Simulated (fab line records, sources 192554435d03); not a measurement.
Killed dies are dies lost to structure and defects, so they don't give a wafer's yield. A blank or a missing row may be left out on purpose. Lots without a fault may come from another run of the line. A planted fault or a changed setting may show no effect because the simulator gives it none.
Problem report in the 8D (eight disciplines) form, filled by code | flow n5_finfet | the parts of the form that need people (team, actions taken, sign-off) are left out

1. THE PROBLEM
HMC_CMP_THK at N5_PMOS_HMC_CHANNEL_EPI_THK_MEAS_22 reads a mean of 34.8 nm on 2 wafers of 2 lots; wafers without a fault read 54.1 nm with a standard deviation of 1.3. That is -15 standard deviations from the usual mean.
First seen on wafer L299.2, day 5 02:20, on film_metro-02. The record holds 33 wafers of 11 lots with a number at this step. Rule for "out", or "out of limits": more than 4 standard deviations from the usual mean. The other wafers with a number count as sound.

2. WHAT IT IS AND WHAT IT IS NOT
question                    | is                           | is not
which readings at this step | HMC_CMP_THK                  | -
which lots                  | L299, L300                   | L286, L287, L288, L289, L290, L301, L302, L304, L305
which wafers of those lots  | L299.2, L300.2               | L299.4, L299.6, L300.4, L300.6
read on which gauges        | film_metro-01, film_metro-02 | -
when                        | from day 5 02:20             | up to then (17 sound wafers); but 14 sound wafers of L300, L301, L302, L304, L305 came after

3. SUSPECTS, AND WHAT RULES EACH OUT
Counting: a tool at a process step up to the reading stays a suspect if it ran every lot that is out. Sound lots after the first of them don't rule it out here, since some wafers of a struck lot are sound.
- the gauge at N5_PMOS_HMC_CHANNEL_EPI_THK_MEAS_22: ruled out. The wafers that are out were read on 2 gauges (film_metro-01, film_metro-02).
- rie_diel-05 at N5_PMOS_HMC_CHANNEL_EPI_ETCH_32 (etches BARC in N2/H2, stops on SiO2, target depth 85.8 nm, time 50.3 s): kept. It ran every lot that is out, first L299 (day 5 00:06); its last sound lot up to then is L290 (day 2 17:22).
- epi_rpcvd-02 at N5_PMOS_HMC_CHANNEL_EPI_EPI_20 (deposits SiGe30, target thk 59 nm): kept. It ran every lot that is out, first L299 (day 5 00:54); its last sound lot up to then is L290 (day 2 17:58).
Left after counting: rie_diel-05 at N5_PMOS_HMC_CHANNEL_EPI_ETCH_32, epi_rpcvd-02 at N5_PMOS_HMC_CHANNEL_EPI_EPI_20.

4. THE CAUSE (what the simulator had put in)
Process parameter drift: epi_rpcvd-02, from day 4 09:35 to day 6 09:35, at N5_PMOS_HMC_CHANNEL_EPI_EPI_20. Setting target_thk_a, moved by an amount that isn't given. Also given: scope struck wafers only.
Counting left 2 suspects, and this tool is among them.

5. THE CHAIN OF EFFECTS, in route order
Each row: a reading whose mean over the struck wafers that have a number lies more than 3 standard deviations from the usual. Only readings for which the record gives a usual standard deviation are gone through. hours: the time from each lot's start at the first step in this table that gives one to its start at this step, as a median over the lots. sigmas: the change in usual standard deviations.
hours | step                                | reading     | usual          | on struck wafers | change    | sigmas
0     | N5_PMOS_HMC_CHANNEL_EPI_THK_MEAS_22 | HMC_CMP_THK | 54.1 nm        | 34.8             | -19.4     | -15
160   | N5_BEOL_M4_RC_MEAS_101              | CJ_P        | 5.72           | 3.93             | -1.79     | -6.6
160   | N5_BEOL_M4_RC_MEAS_101              | DIBL_P      | 36 mV/V        | 114              | +78       | +24
160   | N5_BEOL_M4_RC_MEAS_101              | IOFF_P      | 0.21 nA/um     | 36.08            | +35.87    | +99 or more
160   | N5_BEOL_M4_RC_MEAS_101              | IOFF_P_85C  | 3.7 nA/um      | 248.4            | +244.8    | +99 or more
160   | N5_BEOL_M4_RC_MEAS_101              | IOFF_P_LIN  | 0.100 nA/um    | 0.467            | +0.367    | +18
160   | N5_BEOL_M4_RC_MEAS_101              | IOFF_P_LONG | 0.000103 nA/um | 0.000059         | -0.000044 | -4.0
160   | N5_BEOL_M4_RC_MEAS_101              | ION_P       | 464 uA/um      | 312              | -152      | -14
160   | N5_BEOL_M4_RC_MEAS_101              | REXT_P      | 99.9 ohm.um    | 126.0            | +26.1     | +12
160   | N5_BEOL_M4_RC_MEAS_101              | RS_NWELL    | 1037 ohm/sq    | 1079             | +42       | +6.6
160   | N5_BEOL_M4_RC_MEAS_101              | SS_P        | 73.3 mV/dec    | 124.7            | +51.4     | +55
160   | N5_BEOL_M4_RC_MEAS_101              | VT_P_LONG   | -276 mV        | -290             | -14       | -3.9

6. WHAT WOULD HAVE CAUGHT IT SOONER
In this record the first reading out of limits at a measuring or inspecting step was taken at day 5 02:20, 17 hours after the fault began at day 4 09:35.
Of the tool readings at N5_PMOS_HMC_CHANNEL_EPI_EPI_20 for which the record gives a usual standard deviation, none was out on any struck wafer, so an alarm limit of 4 standard deviations on them would not have fired.
Of the lots that are out (2), L300 began N5_PMOS_HMC_CHANNEL_EPI_EPI_20 on epi_rpcvd-02 after day 5 02:20. A hold on the tool at that time would have spared it.
